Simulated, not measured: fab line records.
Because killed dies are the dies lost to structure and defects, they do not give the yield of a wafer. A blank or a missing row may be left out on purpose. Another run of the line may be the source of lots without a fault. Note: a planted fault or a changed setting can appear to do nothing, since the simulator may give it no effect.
A struck lot beside a sound one / flow nandHarc / 15 out of 1302 route steps
Sound: these wafers, L258.2, L258.4, L258.5. Struck: wafers L257.5, L257.6 (left out: L257.2, a lot-mate that was not struck); the cause follows at the end.
Per side, at each step with rows, come the tool, then ch with its chambers, and then its first start. Under that, the readings that differ: sound wafers / struck wafers / difference of the means / sigmas: that difference in standard deviations of wafers without a fault.
alike: words and numbers the same on both sides, and readings whose means are apart by under 2 such deviations; not compared: readings that were withheld, readings missing a value for some wafer, numbers with overlapping values and no deviation given by the record, and bounds like >300 which may hide the same value.
The two part at a step that has a row with sigmas, a row that says differs or no value, or rows on one side only. Non-overlapping numbers with no deviation appear without sigmas and do not part them. A reading that every wafer of one side lacks parts them only if that side has two wafers or more.

first, 4 steps without rows for these wafers: NHARC_P_BONDPAD_EBR_05; NHARC_P_BONDPAD_EXPOSE_06 (exposes mask P BPAD); NHARC_P_BONDPAD_PEB_07 (peb time 80 s); NHARC_P_BONDPAD_DEVELOP_08 (time 50 s).
NHARC_P_BONDPAD_CD_MEAS_09: the cd target is 500 nm.
  sound on cdSem-03 ch 0, day 15 17:29; struck on cdSem-02 ch 0, day 15 03:04
  alike: cdNm
NHARC_P_BONDPAD_OVL_MEAS_38:
  struck on overlay-02, day 15 03:09; sound on overlay-02, day 15 17:34
reading=overlayXNm (nm); sound=-11 -11 -10; struck=8 8; difference=+19; sigmas=+3
  alike: overlayYNm
then, 1 step without rows for these wafers: NHARC_P_BONDPAD_HARDBAKE_10 (time 65 s).
NHARC_P_BONDPAD_DESCUM_11: chemistry O2, time 3 s.
  sound on rieDiel-01 ch 0,1,3, day 15 17:42; struck on rieDiel-12 ch 0,1, day 15 03:16
  alike: drypumpMotorCurrentA, oesProductAu, rfVppV, showerheadPlenumPTorr, throttleValvePct
  not compared: rfHoursCounterH
NHARC_P_BONDPAD_ETCH_37: etches the open film in N2/H2, target depth 60 nm, overetch 18 nm, time 65.91 s.
  sound on rieDiel-01 ch 1,2, day 15 17:46; struck on rieDiel-12 ch 2,3, day 15 03:22
  alike: drypumpMotorCurrentA, oesProductAu, rfVppV, runLengthS, showerheadPlenumPTorr, throttleValvePct
  not compared: rfHoursCounterH
NHARC_P_BONDPAD_ETCH_12: etches the open film in CHF3/O2, target depth 200 nm, time 100 s.
  sound on rieDiel-01 ch 0,2; struck on rieDiel-12 ch 0,1
  alike: drypumpMotorCurrentA, oesProductAu, rfVppV, runLengthS, showerheadPlenumPTorr, throttleValvePct
  not compared: rfHoursCounterH
NHARC_P_BONDPAD_CD_MEAS_13:
  struck on cdSem-02, day 15 03:35; sound on cdSem-02, day 15 18:00
  alike: cdNm
NHARC_P_BONDPAD_STRIP_15: strips in O2.
  sound on rieDiel-12 ch 0,2, day 15 18:05; struck on rieDiel-01 ch 0,3, day 15 03:40
reading=drypumpMotorCurrentA (A); sound=5.6 6.7 6.7; struck=5.1 5.9; difference=-0.8; sigmas=-2
reading=showerheadPlenumPTorr (Torr); sound=3.79 3.75 3.75; struck=3.31 3.53; difference=-0.34; sigmas=-2
  alike: oesProductAu, rfVppV, throttleValvePct
  not compared: rfHoursCounterH
NHARC_P_BONDPAD_ETCH_24: etches the open film in CF4/N2, target depth 30 nm, time 72.99 s.
  sound on rieDiel-12 ch 0,1,2, day 15 18:14; struck on rieDiel-01 ch 1,2, day 15 03:50
reading=oesProductAu (a.u.); sound=1.007 1.025 1.030; struck=0.984 0.990; difference=-0.034; sigmas=-3
reading=runLengthS (s); sound=94.1 94.8 93.5; struck=104.5 103.2; difference=+9.7; sigmas=+19
  alike: cf4FlowSccm, drypumpMotorCurrentA, rfVppV, showerheadPlenumPTorr, throttleValvePct
  not compared: rfHoursCounterH
then, 1 step without rows for these wafers: NHARC_P_BONDPAD_STRIP_16 (strips in post etch residue remover, time 600 s).
-- the record jumps here: 18 days lie between the struck wafers' starts before and after (it left off in module P_BONDPAD and takes up again in module END, whose first step shown is number 1302 of the route) --
NHARC_END_SORT_01:
  here the record holds rows for the struck wafers (prober-01 ch 0, day 33 06:14) but none for the sound ones

WHERE THEY PART
Earliest at NHARC_P_BONDPAD_OVL_MEAS_38; latest, in this record, at NHARC_END_SORT_01.

WHY: the cause the simulator had injected
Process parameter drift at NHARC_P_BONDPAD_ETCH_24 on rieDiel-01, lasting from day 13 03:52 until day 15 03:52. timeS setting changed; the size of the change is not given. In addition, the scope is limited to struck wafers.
